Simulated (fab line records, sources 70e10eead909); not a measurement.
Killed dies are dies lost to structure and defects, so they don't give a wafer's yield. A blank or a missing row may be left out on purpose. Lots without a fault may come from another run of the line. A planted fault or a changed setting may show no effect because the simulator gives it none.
Which tool did it? | flow nand_harc | 14 lots, 39 wafers sampled, at 6 steps of a route of 1302

WHAT THE GAUGES READ, wafer by wafer
NHARC_A_DECK1_JOINT_THK_MEAS_14: measures by ellipsometry. Usual: thk_nm 51.8 nm, standard deviation 1.7.
lot  | measured     | on            | thk_nm (nm)    | flag
L149 | day 11 06:46 | film_metro-01 | 51.2 53.4 50.2 |
L150 | day 11 14:34 | film_metro-02 | 53.8 52.4 52.0 |
L152 | day 12 19:26 | film_metro-01 | 50.1 49.1 52.2 |
L153 | day 12 22:55 | film_metro-01 | 53.3 52.0 53.1 |
L155 | day 14 01:10 | film_metro-01 | 54.3 51.6 53.3 |
L156 | day 14 13:33 | film_metro-01 | 51.5 54.2 51.0 |
L157 | day 14 13:33 | film_metro-02 | 51.3 50.7 51.0 |
L159 | day 15 10:19 | film_metro-01 | 48.9 48.9 52.5 |
L158 | day 15 10:19 | film_metro-02 | 52.8 52.8 53.9 |
L160 | day 15 18:09 | film_metro-02 | 54.8 52.5 52.0 |
L161 | day 16 05:07 | film_metro-01 | 51.3 49.8 50.0 |
L165 | day 18 03:23 | film_metro-02 | 51.4 46.9      |
L167 | day 18 16:53 | film_metro-02 | 54.1 54.0      |
L168 | day 19 08:02 | film_metro-02 | 52.9 51.7      |

NHARC_A_ONON_D2_THK_MEAS_18: measures by ellipsometry. Usual: thk_nm 1000 nm, standard deviation 8.1.
lot  | measured     | on            | thk_nm (nm)    | flag
L149 | day 12 15:21 | film_metro-01 | 1006 1007 1006 |
L150 | day 13 07:19 | film_metro-01 | 991 991 990    |
L152 | day 14 05:43 | film_metro-01 | 1006 1004 1003 |
L153 | day 14 10:41 | film_metro-01 | 1001 1001 1001 |
L155 | day 15 20:08 | film_metro-01 | 987 989 989    |
L156 | day 15 20:08 | film_metro-02 | 1013 1014 1015 |
L157 | day 15 20:08 | film_metro-02 | 1004 1004 1008 |
L159 | day 16 17:07 | film_metro-01 | 1010 1010 1010 |
L158 | day 16 17:07 | film_metro-01 | 996 993 995    |
L160 | day 17 06:12 | film_metro-02 | 993 993 994    |
L161 | day 17 23:20 | film_metro-01 | 1005 1005 1004 |
L165 | day 19 08:53 | film_metro-02 | 717 1015       | OFF
L167 | day 20 03:25 | film_metro-02 | 703 1001       | OFF
L168 | day 20 16:26 | film_metro-01 | 708 1001       | OFF

NHARC_A_ONON_D2_INSPECT_32. Usual: raw_defect_count 403, standard deviation 140.
lot  | measured     | on                | raw_defect_count | flag
L149 | day 12 18:10 | defect_inspect-02 | 447 286 257      |
L150 | day 13 10:07 | defect_inspect-01 | 450 430 442      |
L152 | day 14 09:02 | defect_inspect-01 | 191 227 120      |
L153 | day 14 13:31 | defect_inspect-01 | 395 516 515      |
L155 | day 15 22:56 | defect_inspect-01 | 287 326 410      |
L156 | day 15 22:55 | defect_inspect-01 | 489 608 549      |
L157 | day 15 22:58 | defect_inspect-02 | 243 457 438      |
L159 | day 16 20:09 | defect_inspect-02 | 389 382 506      |
L158 | day 16 19:55 | defect_inspect-02 | 455 460 487      |
L160 | day 17 09:03 | defect_inspect-02 | 336 693 449      |
L161 | day 18 02:11 | defect_inspect-02 | 422 443 349      |
L165 | day 19 11:41 | defect_inspect-02 | 322 342          |
L167 | day 20 06:15 | defect_inspect-01 | 720 339          |
L168 | day 20 19:16 | defect_inspect-02 | 275 387          |

NHARC_END_SORT_01. Usual: killed_at_array 55, standard deviation 17; killed_at_other 0.9, standard deviation 1.2; killed_at_periphery 3.7, standard deviation 2.5; killed_dies 59, standard deviation 18; killed_open 3.4, standard deviation 1.9; killed_short 2.6, standard deviation 1.6.
lot  | measured     | on        | killed_at_array | killed_at_other | killed_at_periphery | killed_dies | killed_open | killed_short | flag
L165 | day 31 19:11 | prober-01 | 668 50          | 2 1             | 7 8                 | 677 59      | 7 4         | 1 4          | OFF
L167 | day 31 11:29 | prober-02 | 673 54          | 0 0             | 4 4                 | 677 58      | 6 2         | 2 6          | OFF
L168 | day 32 03:10 | prober-02 | 676 82          | 0 0             | 1 5                 | 677 87      | 0 5         | 4 6          | OFF

WHICH TOOL RAN EACH LOT (tool, then ch and the chambers of the sampled wafers, then the start)
lot  | NHARC_A_ONON_D2_DEP_16           | NHARC_A_ONON_D2_DEP_33
L149 | pecvd_onon-03 ch 0, day 12 14:50 | pecvd-03 ch 0,1,2, day 12 17:42
L150 | pecvd_onon-02 ch 0, day 13 06:49 | pecvd-01 ch 0,1, day 13 09:38
L152 | pecvd_onon-02 ch 0, day 14 05:13 | pecvd-04 ch 0,1,2, day 14 08:33
L153 | pecvd_onon-02 ch 0, day 14 10:22 | pecvd-03 ch 0,1,2, day 14 13:08
L155 | pecvd_onon-02 ch 0, day 15 19:40 | pecvd-01 ch 1,2, day 15 22:33
L156 | pecvd_onon-03 ch 0, day 15 19:40 | pecvd-04 ch 0,1,2, day 15 22:26
L157 | pecvd_onon-04 ch 0, day 15 19:40 | pecvd-03 ch 1,2, day 15 22:34
L159 | pecvd_onon-03 ch 0, day 16 16:36 | pecvd-04 ch 0,1,2, day 16 19:40
L158 | pecvd_onon-04 ch 0, day 16 16:40 | pecvd-01 ch 0,1,2, day 16 19:26
L160 | pecvd_onon-03 ch 0, day 17 05:41 | pecvd-04 ch 1,2, day 17 08:34
L161 | pecvd_onon-02 ch 0, day 17 22:53 | pecvd-03 ch 0,1, day 18 01:41
L165 | pecvd_onon-02 ch 0, day 19 08:23 | pecvd-04 ch 0,2, day 19 11:14
L167 | pecvd_onon-02 ch 0, day 20 02:55 | pecvd-01 ch 0,1, day 20 05:45
L168 | pecvd_onon-02 ch 0, day 20 16:10 | pecvd-01 ch 1,2, day 20 18:58
- NHARC_A_ONON_D2_DEP_16: target thk 1000 nm.
- NHARC_A_ONON_D2_DEP_33: deposits SiO2, target thk 200 nm.

WHAT THE TOOLS THEMSELVES READ (means of the sampled wafers that have a number; where no wafer has one, the mark that the record gives instead)
NHARC_A_ONON_D2_DEP_16. Usual: n2_flow_sccm 2751 sccm, standard deviation 7.6.
lot  | tool          | n2_flow_sccm (sccm) | flag
L149 | pecvd_onon-03 | 2750                |
L150 | pecvd_onon-02 | 2746                |
L152 | pecvd_onon-02 | 2753                |
L153 | pecvd_onon-02 | 2746                |
L155 | pecvd_onon-02 | 2743                |
L156 | pecvd_onon-03 | 2752                |
L157 | pecvd_onon-04 | 2745                |
L159 | pecvd_onon-03 | 2753                |
L158 | pecvd_onon-04 | 2747                |
L160 | pecvd_onon-03 | 2743                |
L161 | pecvd_onon-02 | 2740                |
L165 | pecvd_onon-02 | 2756                |
L167 | pecvd_onon-02 | 2760                |
L168 | pecvd_onon-02 | 2756                |

NHARC_A_ONON_D2_DEP_33. Usual: heater_power_w 569 W, standard deviation 74; throttle_valve_pct 16.1 %, standard deviation 0.44.
lot  | tool     | heater_power_w (W) | throttle_valve_pct (%) | flag
L149 | pecvd-03 | 611                | 16.2                   |
L150 | pecvd-01 | 538                | 15.9                   |
L152 | pecvd-04 | 613                | 16.1                   |
L153 | pecvd-03 | 587                | 16.3                   |
L155 | pecvd-01 | 516                | 15.6                   |
L156 | pecvd-04 | 591                | 16.1                   |
L157 | pecvd-03 | 625                | 16.4                   |
L159 | pecvd-04 | 580                | 16.1                   |
L158 | pecvd-01 | 456                | 15.7                   |
L160 | pecvd-04 | 618                | 16.5                   |
L161 | pecvd-03 | 555                | 16.2                   |
L165 | pecvd-04 | 614                | 16.3                   |
L167 | pecvd-01 | 466                | 15.6                   |
L168 | pecvd-01 | 494                | 15.8                   |

THE ANSWER, worked out from the rows above alone
Rule: a lot is off if the mean of its wafers that have a number lies more than 3 standard deviations from the usual mean. A lot without any number at a reading at which 4 lots or more have one is off too. The other lots that the step has rows for count as sound. The gauges are gone through in route order, then the tools' own readings, and for those a lot's mean is taken as printed above. The first step at which some lot is off is used, and at that step the reading that is off furthest; a lot without a number counts as furthest.
Off: L165, L167, L168, at NHARC_A_ONON_D2_THK_MEAS_18 (thk_nm).
A tool fits if, at a process step before that reading, it ran every lot that is off, and no sound lot after the first of them. The gauges at NHARC_A_ONON_D2_THK_MEAS_18 aren't tried: what is off there is off at NHARC_END_SORT_01 too, on other tools, and a gauge's error can't cause that. One fits: pecvd_onon-02 at NHARC_A_ONON_D2_DEP_16. Its last sound lot is L161 (day 17 22:53), its first lot that is off L165 (day 19 08:23): a fault that began between those two fits.

WHAT THE SIMULATOR HAD PUT IN
Process parameter drift: pecvd_onon-02, from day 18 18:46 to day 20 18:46, at NHARC_A_ONON_D2_DEP_16. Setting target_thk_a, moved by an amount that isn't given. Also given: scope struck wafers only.
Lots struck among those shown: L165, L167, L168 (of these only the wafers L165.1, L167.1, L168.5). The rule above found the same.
